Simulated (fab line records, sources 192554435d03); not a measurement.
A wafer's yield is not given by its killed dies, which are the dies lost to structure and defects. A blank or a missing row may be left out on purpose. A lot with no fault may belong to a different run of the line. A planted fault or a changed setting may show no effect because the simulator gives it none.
The tool behind it: which one? | flow n5 finfet | Sampling: 9 lots, 27 wafers, 4 of 1938 route steps

== WHAT THE GAUGES READ, wafer by wafer ==
N5_SD_EPI_N_CD_MEAS_09 targets a cd of 120 nm.
lot  | measured    | on        | cd nm (nm)
L589 | day 2 23:23 | cd sem-01 | 120.4 120.5 120.8
L590 | day 3 07:20 | cd sem-02 | 120.9 119.8 120.9
L592 | day 3 22:15 | cd sem-02 | 119.3 119.9 119.5
L593 | day 4 00:12 | cd sem-02 | 120.9 119.3 119.7
L595 | day 4 15:31 | cd sem-02 | 119.8 119.1 119.4
L596 | day 4 20:23 | cd sem-03 | 120.4 120.2 118.8
L601 | day 6 00:44 | cd sem-01 | 115.8 115.6 114.9
L604 | day 6 21:50 | cd sem-02 | 115.5 116.0 115.6
L611 | day 8 12:16 | cd sem-02 | 120.3 119.1 120.6

== WHICH TOOL RAN EACH LOT (tool, then ch and the chambers of the sampled wafers, then the start) ==
lot  | N5_DUMMY_GATE_ETCH_42             | N5_SPACER0_ALD_00                | N5_SD_EPI_N_PEB_07
L589 | rie diel-02 ch 0,1, day 2 22:17   | ald sin-01 ch 0,1,3, day 2 22:42 | litho track-03 ch 0, day 2 23:20
L590 | rie diel-06 ch 0,2, day 3 06:14   | ald sin-03 ch 1,2, day 3 06:39   | litho track-03 ch 0, day 3 07:17
L592 | rie diel-04 ch 0,1,3, day 3 21:08 | ald sin-03 ch 0,3, day 3 21:34   | litho track-03 ch 0, day 3 22:11
L593 | rie diel-02 ch 0,1,3, day 3 22:58 | ald sin-04 ch 0,1,2, day 3 23:23 | litho track-05 ch 0, day 4 00:08
L595 | rie diel-04 ch 0,1, day 4 14:20   | ald sin-03 ch 1,3, day 4 14:50   | litho track-01 ch 0, day 4 15:27
L596 | rie diel-06 ch 1,3, day 4 19:08   | ald sin-01 ch 0,1, day 4 19:34   | litho track-01 ch 0, day 4 20:19
L601 | rie diel-02 ch 0,1,2, day 5 23:30 | ald sin-04 ch 0,1, day 5 23:56   | litho track-03 ch 0, day 6 00:40
L604 | rie diel-02 ch 1,2,3, day 6 20:44 | ald sin-04 ch 2,3, day 6 21:09   | litho track-03 ch 0, day 6 21:46
L611 | rie diel-06 ch 0,2,3, day 8 10:46 | ald sin-03 ch 1,2, day 8 11:16   | litho track-01 ch 0, day 8 12:13
- N5_DUMMY_GATE_ETCH_42: etches SiO2 in CHF3/O2, target depth 3.5 nm, time 31 s.
- N5_SPACER0_ALD_00: deposits SiOCN, target thk 3.5 nm, pulse time 3 s, purge time 2 s.
- N5_SD_EPI_N_PEB_07: peb time 60 s.

== THE ANSWER, worked out from the rows above alone ==
Rule: the lots themselves supply what counts as usual. The widest of any qualifying gaps counts: lots, ordered by their means at a reading, are off when they make up no more than a third of the lots, leave a main group of 4 or more, and stand apart from it by 3 or more times the standard deviation of that group's means. The tables above print the reading to a certain number of digits; a main group whose means all agree to those digits is not used. Also off: a lot with no number at a reading for which 4 or more lots have one. Any other lot the step has rows for is counted as sound.
Off, at N5_SD_EPI_N_CD_MEAS_09 on cd nm: L601, L604. The main group: mean 120.0 nm, standard deviation 0.41.
If a tool, at a process step before that reading, ran all the lots that are off and no sound lot after the first of them, it fits. Gauges at N5_SD_EPI_N_CD_MEAS_09: tried the same way as those tools. Can't be told from this: 3 tools fit, rie diel-02 at N5_DUMMY_GATE_ETCH_42, ald sin-04 at N5_SPACER0_ALD_00, litho track-03 at N5_SD_EPI_N_PEB_07.

== WHAT WAS PUT IN BY THE SIMULATOR ==
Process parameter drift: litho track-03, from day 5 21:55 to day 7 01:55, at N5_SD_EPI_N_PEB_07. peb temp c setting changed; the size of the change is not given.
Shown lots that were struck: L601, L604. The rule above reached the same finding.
